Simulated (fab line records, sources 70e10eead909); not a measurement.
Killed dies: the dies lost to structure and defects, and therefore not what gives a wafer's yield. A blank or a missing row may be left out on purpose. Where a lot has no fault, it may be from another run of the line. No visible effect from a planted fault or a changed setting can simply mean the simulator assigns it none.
Which tool was responsible?	flow nand harc	43 wafers sampled from 15 lots at 1 step of a route of 1302

## WHAT EACH GAUGE READ, for each wafer
NHARC_A_WL_FILL_INSPECT_15. Usual: 513 for raw defect count, sd 150.
lot	measured	on	raw defect count	flag
L547	day 20 22:51	defect inspect-02	382 404 489	
L549	day 22 05:53	defect inspect-01	375 258 257	
L551	day 22 10:06	defect inspect-02	646 564	
L550	day 22 10:07	defect inspect-01	509 408 466	
L548	day 22 13:10	defect inspect-02	678 606	
L558	day 25 22:10	defect inspect-02	521 675 468	
L559	day 26 06:58	defect inspect-02	639 429 531	
L560	day 26 14:03	defect inspect-02	1134 622 815	
L561	day 26 14:04	defect inspect-01	372 411 362	
L563	day 28 07:31	defect inspect-01	384 473 373	
L562	day 28 12:35	defect inspect-01	525 448 462	
L564	day 28 15:48	defect inspect-01	385 674 470	
L565	day 29 05:52	defect inspect-01	512 568 450	
L567	day 29 15:50	defect inspect-02	534 631 544	
L569	day 30 22:43	defect inspect-01	499 383 493	

## WHICH TOOL RAN EACH LOT (tool, then ch and the chambers of the sampled wafers, then the start)
Before these readings, the record contains no process step.

## AS READ BY THE TOOLS THEMSELVES (means over the sampled wafers that have a number; for cases with no such wafer, the mark the record gives instead)
The record holds no such reading with a usual standard deviation.

## THE ANSWER, worked out from the rows above alone
Rule: take the mean of a lot's wafers that have a number; if it is more than 3 standard deviations from the usual mean, the lot is off. A lot without any number at a reading at which 4 lots or more have one is off too. All remaining lots with rows at the step are treated as sound. Order of review: gauges by route order, followed by the tools' own readings, for which a lot's mean as printed above is used. The first step at which some lot is off is used, and at that step the reading that is off furthest; a lot without a number counts as furthest.
No lot is off at any reading shown: from this, nothing can be told.

## WHAT THE SIMULATOR PUT IN
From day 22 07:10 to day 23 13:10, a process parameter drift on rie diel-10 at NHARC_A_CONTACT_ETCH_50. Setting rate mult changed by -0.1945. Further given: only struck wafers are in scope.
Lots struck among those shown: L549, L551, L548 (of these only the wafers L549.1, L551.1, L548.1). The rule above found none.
